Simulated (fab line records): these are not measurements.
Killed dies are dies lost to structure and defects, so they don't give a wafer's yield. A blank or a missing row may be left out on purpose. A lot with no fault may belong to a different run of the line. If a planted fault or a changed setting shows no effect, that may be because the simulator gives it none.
Shared-tool check    flow n5Finfet    Lots sampled 7, wafers sampled 19

## WHY THIS WAS OPENED
Flagged at N5_BEOL_M13_OCD_MEAS_35: reading trenchDepthNm, on 2 of 7 lots. Fault-free wafers read 412 nm, with a standard deviation of 7.2.
Rule: flag the lot when none of its wafers has a number, or when each of its wafers that has one lies beyond 4 standard deviations from that mean. The other lots count as sound.

lot   measured      on      trenchDepthNm (nm), wafer by wafer  flag
L904  day 11 06:08  ocd-02  409 412                             
L906  day 12 04:50  ocd-01  418 410 416                         
L907  day 12 05:41  ocd-01  404 413 403                         
L914  day 14 01:19  ocd-01  404 402 417                         
L921  day 16 08:18  ocd-02  371 377 377                         FLAGGED
L922  day 16 10:32  ocd-02  375 370 377                         FLAGGED
L925  day 17 01:49  ocd-02  414 404                             
The mean of the flagged lots' numbers is 374 nm, -38 nm from the usual (-5 standard deviations).

## WHICH TOOL EACH LOT WENT THROUGH
Before the reading, the record contains 4 process steps out of a 1938-step route. Every cell lists first the tool, next ch and the chambers used by the sampled wafers, and last the start.
lot   flag     N5_BEOL_M13_VIA_ETCH_16            N5_BEOL_M13_STRIP_63                 N5_BEOL_M13_ETCH_67                N5_BEOL_M13_TRENCH_ETCH_34
L904           rieDiel-04 ch 2, day 11 04:34      plasmaAsher-01 ch 0,1, day 11 04:49  rieDiel-03 ch 0,2, day 11 05:35    rieDiel-03 ch 0,2, day 11 05:58
L906           rieDiel-04 ch 0,1, day 12 03:24    plasmaAsher-02 ch 1, day 12 03:38    rieDiel-05 ch 0,3, day 12 04:18    rieDiel-05 ch 0,3, day 12 04:40
L907           rieDiel-05 ch 0,2, day 12 04:03    plasmaAsher-02 ch 0,1, day 12 04:17  rieDiel-03 ch 1,2, day 12 05:09    rieDiel-03 ch 1,2, day 12 05:31
L914           rieDiel-04 ch 1,2,3, day 13 23:40  plasmaAsher-02 ch 0,1, day 13 23:54  rieDiel-05 ch 0,2,3, day 14 00:47  rieDiel-05 ch 0,2,3, day 14 01:08
L921  FLAGGED  rieDiel-03 ch 0,2, day 16 06:43    plasmaAsher-01 ch 0, day 16 06:57    rieDiel-03 ch 1,2, day 16 07:46    rieDiel-03 ch 1,2, day 16 08:08
L922  FLAGGED  rieDiel-05 ch 0,3, day 16 08:33    plasmaAsher-02 ch 0,1, day 16 08:49  rieDiel-03 ch 0,1, day 16 09:59    rieDiel-03 ch 0,1, day 16 10:21
L925           rieDiel-03 ch 0,1, day 16 23:06    plasmaAsher-01 ch 0,1, day 16 23:20  rieDiel-05 ch 1,3, day 17 01:16    rieDiel-05 ch 1,3, day 17 01:38
What these steps do:
- N5_BEOL_M13_VIA_ETCH_16: etches SiOC in C4F8/O2/Ar, target depth 921.7 nm.
- N5_BEOL_M13_STRIP_63: strips in N2/H2.
- N5_BEOL_M13_ETCH_67: etches SiARC in CF4, target depth 143 nm, time 238.3 s.
- N5_BEOL_M13_TRENCH_ETCH_34: etches SiOC in C4F8/O2/Ar, target depth 413.47 nm, time 162.6 s.
- N5_BEOL_M13_OCD_MEAS_35

## FLAGGED OVER TOTAL, TOOL BY TOOL (the gauges that took the reading come last)
step                        tool            lots run  flagged  share of the flagged lots  sound lots run after its first flagged lot
N5_BEOL_M13_VIA_ETCH_16     rieDiel-03      2         1        some                       1 (L925)
N5_BEOL_M13_VIA_ETCH_16     rieDiel-04      3         0        none                       -
N5_BEOL_M13_VIA_ETCH_16     rieDiel-05      2         1        some                       0
N5_BEOL_M13_STRIP_63        plasmaAsher-01  3         1        some                       1 (L925)
N5_BEOL_M13_STRIP_63        plasmaAsher-02  4         1        some                       0
N5_BEOL_M13_ETCH_67         rieDiel-03      4         2        all                        0
N5_BEOL_M13_ETCH_67         rieDiel-05      3         0        none                       -
N5_BEOL_M13_TRENCH_ETCH_34  rieDiel-03      4         2        all                        0
N5_BEOL_M13_TRENCH_ETCH_34  rieDiel-05      3         0        none                       -
N5_BEOL_M13_OCD_MEAS_35     ocd-01          3         0        none                       -
N5_BEOL_M13_OCD_MEAS_35     ocd-02          4         2        all                        1 (L925)

## THE TABLE: WHAT IT ALLOWS
In the table, 3 rows ran each flagged lot (rieDiel-03 at N5_BEOL_M13_ETCH_67; rieDiel-03 at N5_BEOL_M13_TRENCH_ETCH_34; ocd-02 at N5_BEOL_M13_OCD_MEAS_35).
- rieDiel-03 at N5_BEOL_M13_ETCH_67 ran 4 lots, 2 of them flagged. It ran its last sound lot, L907, at day 12 05:09 and its first flagged lot, L921, at day 16 07:46: a fault with its onset between the two fits.
- rieDiel-03 at N5_BEOL_M13_TRENCH_ETCH_34 ran 4 lots, 2 of them flagged. It ran its last sound lot, L907, at day 12 05:31 and its first flagged lot, L921, at day 16 08:08: a fault with its onset between the two fits.
- ocd-02 at N5_BEOL_M13_OCD_MEAS_35 ran 4 lots, 2 of them flagged. Lots that were sound ran on it after the first flagged one (L925); a persistent fault on the entire tool would not allow that.
rieDiel-03 at N5_BEOL_M13_ETCH_67 and N5_BEOL_M13_TRENCH_ETCH_34 is the single tool remaining.

## WHAT THE SIMULATOR PUT IN
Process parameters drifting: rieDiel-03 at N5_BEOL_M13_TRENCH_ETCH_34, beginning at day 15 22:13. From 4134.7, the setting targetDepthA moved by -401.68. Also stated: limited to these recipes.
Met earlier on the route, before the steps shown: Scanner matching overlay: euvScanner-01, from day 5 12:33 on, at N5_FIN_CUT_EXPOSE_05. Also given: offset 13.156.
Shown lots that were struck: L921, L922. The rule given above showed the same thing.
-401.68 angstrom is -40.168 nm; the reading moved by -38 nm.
